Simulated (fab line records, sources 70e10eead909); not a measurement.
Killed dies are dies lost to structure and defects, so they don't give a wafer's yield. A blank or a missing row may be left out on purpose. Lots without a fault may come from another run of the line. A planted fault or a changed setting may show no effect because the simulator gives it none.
Which tool did it? | flow nand_harc | 6 lots, 18 wafers sampled, at 5 steps of a route of 1159

WHAT THE GAUGES READ, wafer by wafer
NHARC_END_SORT_01.
lot  | measured     | on        | defect_limited_yield (%)
L745 | day 22 02:04 | prober-02 | 93.2 92.0 94.2

WHICH TOOL RAN EACH LOT (tool, then ch and the chambers of the sampled wafers, then the start)
lot  | NHARC_P_CONTACT_ETCH_36                       | NHARC_P_CONTACT_CVD_23                   | NHARC_P_M1_SOFTBAKE_04            | NHARC_P_M1_PVD_21
L734 | rie_diel-02 ch 1,2, day 6 21:00 or earlier    | cvd_w-01 ch 0, day 6 21:00 or earlier    | litho_track-06 ch 0, day 6 21:00  | pvd_sputter-01, no start
L739 | rie_diel-02 ch 0,3, day 7 12:00 or earlier    | cvd_w-02 ch 0,1, day 7 12:00 or earlier  | litho_track-01 ch 0, day 7 12:00  | pvd_sputter-03, no start
L745 | rie_diel-09 ch 2,3, day 9 06:00 or earlier    | cvd_w-02 ch 0,1, day 9 06:00 or earlier  | litho_track-06 ch 0, day 9 06:00  | pvd_sputter-02, day 22 02:04 or earlier
L748 | rie_diel-09 ch 1,2,3, day 10 00:00 or earlier | cvd_w-01 ch 0,1, day 10 00:00 or earlier | litho_track-04 ch 0, day 10 00:00 | pvd_sputter-01, no start
L751 | rie_diel-09 ch 0,3, day 10 13:00 or earlier   | cvd_w-02 ch 0,1, day 10 13:00 or earlier | litho_track-01 ch 0, day 10 13:00 | pvd_sputter-02, no start
L755 | rie_diel-09 ch 2,3, day 11 15:00 or earlier   | cvd_w-02 ch 0,1, day 11 15:00 or earlier | litho_track-01 ch 0, day 11 15:00 | pvd_sputter-01, no start
- NHARC_P_CONTACT_ETCH_36: etches the open film in N2/H2, target depth 260 nm, time 406.25 s.
- NHARC_P_CONTACT_CVD_23: deposits W, target thk 200 nm, time 557 s.
- NHARC_P_M1_SOFTBAKE_04: time 55 s.
- NHARC_P_M1_PVD_21: deposits Cu, target thk 30 nm, time 20.49 s.

THE ANSWER, worked out from the rows above alone
Rule: what is usual is taken from the lots themselves. Put in order of their means at a reading, lots are off if they are a third of the lots or fewer, leave a main group of 4 or more, and stand apart from it by a gap of 3 or more times the standard deviation of the main group's means; of several such gaps the widest counts. A main group whose means are all the same, to the digits that the tables above print for the reading, isn't used. A lot without any number at a reading at which 4 lots or more have one is off too. The other lots that the step has rows for count as sound.
No lot is off at any reading shown: from this, nothing can be told.

WHAT THE SIMULATOR HAD PUT IN
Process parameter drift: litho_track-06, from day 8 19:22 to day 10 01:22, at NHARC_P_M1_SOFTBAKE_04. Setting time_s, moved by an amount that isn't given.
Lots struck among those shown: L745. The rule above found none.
